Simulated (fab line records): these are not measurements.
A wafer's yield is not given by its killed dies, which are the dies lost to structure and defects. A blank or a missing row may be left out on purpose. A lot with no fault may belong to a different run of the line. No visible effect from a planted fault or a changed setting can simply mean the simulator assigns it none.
A struck lot beside a sound one :: flow nand harc :: 14 out of 1302 route steps
Sound: wafers L322.1, L322.4, L322.6. Struck: wafer L337.1 (left out: L337.2, L337.3 of the same lot, which were not struck); the cause appears at the end.
At each step with rows: each side's tool, then ch and its chambers, then its first start. Under that, the readings that differ: sound wafers :: struck wafers :: difference of the means :: sigmas: that difference in standard deviations of wafers without a fault.
alike: a reading whose means differ by less than 2 such deviations, as well as words and numbers matching on both sides. not compared: withheld readings; readings where some wafer has no value; bounds like >300 that might hide an equal value; numbers whose values overlap and for which the record gives no deviation.
A row with sigmas, a row that says differs or no value, or rows on one side alone: a step with any of these is where the two part. Numbers that don't overlap but have no deviation are shown without sigmas and don't part them. A reading missing from all wafers of one side parts the sides only when that side holds two or more wafers.

NHARC_A_WL_FILL_CVD_03: deposits W, target thk 40 nm, time 279 s.
  sound on cvd w-01 ch 0, day 20 09:36; struck on cvd w-02 ch 0, day 27 05:55
  alike: heater power w, mfc h2 sccm, throttle valve pct
then, 1 step without rows for these wafers: NHARC_A_WL_FILL_ETCHBACK_04 (etches the open film in NF3, target depth 60 nm, time 120 s).
NHARC_A_WL_FILL_ETCHBACK_05: etches the open film in Cl2/BCl3, target depth 22 nm, time 60 s.
  sound on rie metal-02 ch 0,1, day 20 10:10; struck on rie metal-03 ch 1, day 27 06:32
  alike: drypump motor current A, oes product au, run length s
  not compared: rf hours counter h
NHARC_A_WL_FILL_STRIP_27: strips in N2/H2, time 20 s.
  sound on plasma asher-01 ch 0,1, day 20 10:19; struck on plasma asher-02 ch 1, day 27 06:40
reading: rf refl power W (W)
sound: 13 17 13
struck: 23
difference: +9
sigmas: +2
  alike: drypump motor current A, heater power w
  not compared: rf hours counter h
then, 5 steps without rows for these wafers: NHARC_A_WL_FILL_STRIP_28 (strips in post etch residue remover, time 1200 s); NHARC_A_WL_FILL_PRECLEAN_06 (cleans in DIW, time 300 s); NHARC_A_WL_FILL_SRD_07; NHARC_A_WL_FILL_ANNEAL_08 (time 1800 s); NHARC_A_WL_FILL_ALD_10 (deposits SiO2, target thk 50 nm, pulse time 10 s, ald cycles 500).
NHARC_A_WL_FILL_ETCHBACK_16: etches the open film in C4F8/O2/Ar, target depth 120 nm, time 24 s.
  sound on rie diel-06 ch 1,3; struck on rie diel-04 ch 1
reading: oes product au (a.u.)
sound: 0.92 0.92 0.93
struck: 1.00
difference: +0.08
sigmas: +2

reading: run length s (s)
sound: 44.8 45.0 45.0
struck: 46.2
difference: +1.3
sigmas: +3
  alike: rf vpp V
  not compared: rf hours counter h
NHARC_A_WL_FILL_STRIP_29: strips in O2, time 20 s.
  sound on rie diel-06 ch 0,3, day 20 21:41; struck on rie diel-04 ch 2, day 27 14:20
reading: showerhead plenum p Torr (Torr)
sound: 3.62 3.37 3.62
struck: 3.76
difference: +0.22
sigmas: +2
  alike: drypump motor current A, oes product au, rf vpp V, throttle valve pct
  not compared: rf hours counter h
NHARC_A_WL_FILL_ETCHBACK_17: etches the open film in Cl2/BCl3, target depth 4 nm, time 26.7 s.
  sound on rie metal-03 ch 0,1, day 20 21:47; struck on rie metal-01 ch 0, day 27 14:26
reading: drypump motor current A (A)
sound: 5.0 5.2 5.0
struck: 6.0
difference: +0.9
sigmas: +3

reading: run length s (s)
sound: 47.2 47.5 47.4
struck: 37.9
difference: -9.5
sigmas: -20
  alike: oes product au
  not compared: rf hours counter h
then, 1 step without rows for these wafers: NHARC_A_WL_FILL_PRECLEAN_18 (cleans in dHF, time 30 s).
-- break in the record here, with 4 days between the starts of the struck wafers on either side (left off in module A_WL_FILL, picked up again in module END, where the first step shown is number 1302 on the route) --
NHARC_END_SORT_01:
  sound on prober-01 ch 0, day 24 11:39; struck on prober-02 ch 0, day 31 04:08
  alike: killed at array, killed at other, killed at periphery, killed dies, killed open, killed short

WHERE THEY PART
Earliest at NHARC_A_WL_FILL_STRIP_27; latest, in this record, at NHARC_A_WL_FILL_ETCHBACK_17. Later steps at which nothing parts them and some readings are alike: NHARC_END_SORT_01.

WHY: whatever the simulator had introduced
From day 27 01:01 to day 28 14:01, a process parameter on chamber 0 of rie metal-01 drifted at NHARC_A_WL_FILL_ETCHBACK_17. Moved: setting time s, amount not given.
